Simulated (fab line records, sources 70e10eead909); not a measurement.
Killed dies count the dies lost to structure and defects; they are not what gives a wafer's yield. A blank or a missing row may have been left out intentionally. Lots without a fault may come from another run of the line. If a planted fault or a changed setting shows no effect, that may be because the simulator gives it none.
Matching of chambers ; flow nand harc ; NHARC_A_CHANNEL_FILL_D2_CMP_10 on cmp-02: 4 sister chambers
The step polishes, target thk 150 nm. 8 wafers are shown with their chamber, then 10 later ones without.

== EACH WAFER AND ITS CHAMBER ==
wafer;chamber;motor current A (A);time to endpoint s (s)
L084.5;0;14.1;16.7
L086.5;3;10.6;12.2
L086.6;2;11.4;15.8
L087.1;3;10.7;14.9
L087.3;0;14.1;13.8
L087.6;2;12.6;15.0
L089.3;1;12.3;10.1
L089.5;1;13.1;11.6

== WAFERS WITH NO CHAMBER GIVEN ==
wafer;motor current A (A);time to endpoint s (s)
L089.6;14.1;13.5
L091.3;13.8;19.5
L091.5;12.6;14.2
L091.6;12.3;15.1
L096.1;12.8;14.1
L096.2;11.9;16.1
L096.3;10.4;14.3
L097.2;10.7;13.2
L097.4;13.2;12.8
L097.6;13.9;16.6

== WHICH CHAMBER EACH ONE RAN IN ==
wafer;from the rows above;in truth
L089.6;0;0
L091.3;can't be placed: 0 or 2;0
L091.5;can't be placed: 2 or 1 or 0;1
L091.6;2;2
L096.1;can't be placed: 2 or 1 or 0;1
L096.2;2;2
L096.3;3;3
L097.2;3;3
L097.4;can't be placed: 1 or 0 or 2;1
L097.6;0;0
Correctly placed: 6 of 10. Unplaceable from these rows: 4, with the true chamber sitting among the candidates in 4. Number placed wrongly: 0.
How it was worked out, from the rows above alone: a wafer's distance from a chamber is the root of the sum, over the readings, of the square of ((its reading less the chamber's mean) divided by the reading's scatter). If the next closest chamber is less than 2 further off than the closest, the wafer can't be placed; otherwise it belongs to the closest. Each chamber's mean is taken over the wafers shown for it. The scatter: take each reading less its chamber's mean, square it, sum over the shown wafers, divide by the number of wafers less the number of chambers, and take the root.
